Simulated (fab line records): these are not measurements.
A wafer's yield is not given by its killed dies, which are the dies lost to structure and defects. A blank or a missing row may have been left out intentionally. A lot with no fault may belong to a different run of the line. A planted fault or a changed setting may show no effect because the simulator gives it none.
Comparing a struck lot with a sound one || flow n5-finfet || 16 steps out of a route of 1938
Sound: wafers L819.1, L819.3, L819.5. Wafers L832.1, L832.2, L832.3 were the ones struck. The cause is given at the end.
Each step with rows lists, per side, the tool, then ch with its chambers, then its first start. Under that, the readings that differ: sound wafers || struck wafers || difference of the means || sigmas: that difference in standard deviations of wafers without a fault.
alike: readings with means less than 2 such deviations apart, plus words and numbers identical on both sides. not compared: withheld readings, readings lacking a value on some wafer, bounds such as >300 that could conceal the same value, and numbers that have no deviation in the record and whose values overlap.
Wherever a step has rows on one side only, a row that says differs or no value, or a row with sigmas, the two part there. Numbers that don't overlap but have no deviation are shown without sigmas and don't part them. A reading that every wafer of one side lacks parts them only if that side has two wafers or more.

N5_BEOL_M3_OCD_MEAS_38:
  sound on ocd-01 at day 8 18:07; struck on ocd-02 at day 11 17:13
  alike: trench-depth-nm
then, 4 steps without rows for these wafers: N5_BEOL_M3_HM_STRIP_39 (strips TiN in peroxide tin strip, target depth 25 nm, time 158 s); N5_BEOL_M3_SRD_40 (time 30 s); N5_BEOL_M3_PRECLEAN_42 (cleans in residue remover, time 60 s); N5_BEOL_M3_SRD_43 (time 30 s).
N5_BEOL_M3_CD_MEAS_35: target cd 18 nm, target cd y 21 nm.
  sound on cd-sem-02 at day 8 18:16; struck on cd-sem-02 at day 11 17:22
  alike: cd-nm
then, 1 step without rows for these wafers: N5_BEOL_M3_DEGAS_44 (time 60 s).
N5_BEOL_M3_PRE_CLEAN_45: time 30 s.
  sound on pvd-sputter-02 at day 8 18:42; struck on pvd-sputter-02 at day 11 17:43
  alike: heater-power-w
N5_BEOL_M3_ALD_84: deposits TaN, pulse time 2 s, purge time 3 s, co reactant purge time 2 s.
  sound on ald-metal-04 ch 0,2, day 8 18:46; struck on ald-metal-01 ch 0,1,2, day 11 17:47
  alike: heater-power-outer-w, heater-power-w
N5_BEOL_M3_SURFACE_TREAT_85:
  sound on pvd-sputter-01 at day 8 19:03; struck on pvd-sputter-02 at day 11 18:14
  not compared: throttle-valve-pct
then, 1 step without rows for these wafers: N5_BEOL_M3_CVD_47 (deposits Co from CCTBA/H2, target thk 3 nm, time 223.8 s).
N5_BEOL_M3_SPUTTER_48: material Cu, target thk 4.5 nm, time 8.29 s.
  sound on pvd-sputter-02 at day 8 21:11; struck on pvd-sputter-01 at day 11 18:33
  alike: throttle-valve-pct
N5_BEOL_M3_ANNEAL_49: time 240 s.
  sound on pvd-sputter-02 at day 8 21:16; struck on pvd-sputter-01 at day 11 18:38
  no value came back on the struck wafers for heater-power-w (W), susceptor-temp-C (C); on the sound wafers heater-power-w (W) reads 925 690 685
N5_BEOL_M3_SPUTTER_79: material Cu, target thk 4.5 nm, time 8.29 s.
  sound on pvd-sputter-02 at day 8 21:24; struck on pvd-sputter-01 at day 11 18:46
  alike: throttle-valve-pct
N5_BEOL_M4_RC_MEAS_101:
  sound on prober-02 ch 0, day 9 10:13; struck on prober-02 ch 0, day 12 07:26
  alike: DIBL_N, DIBL_P, IOFF_N, IOFF_P, ION_N, ION_P, SS_N, SS_P, VT_N, VT_P
-- a jump in the record: the struck wafers' starts before and after are 4 days apart (it breaks off in module BEOL_M4 and resumes in module PASSIVATION, where the first step shown is number 1936 of the route) --
N5_PASSIVATION_PROBE_49:
  sound on prober-01 at day 13 20:43; struck on prober-02 at day 16 16:29
{"reading": "killed_at_M4_up", "sound": "28 24 22", "struck": "7 14 10", "difference": -14, "sigmas": -3}
  alike: defect-limited-yield, killed_at_M0_to_M3, killed-at-contacts, killed-at-front-end, killed-at-other, killed-dies, killed-open, killed-short, sort_bin_5_function, sort_bin_6_memory, sort_bin_8_speed, sort-n-pass, sort-yield-pct

== WHERE THEY PART ==
Earliest at N5_BEOL_M3_ANNEAL_49; latest, in this record, at N5_PASSIVATION_PROBE_49.

WHY: what the simulator had put in
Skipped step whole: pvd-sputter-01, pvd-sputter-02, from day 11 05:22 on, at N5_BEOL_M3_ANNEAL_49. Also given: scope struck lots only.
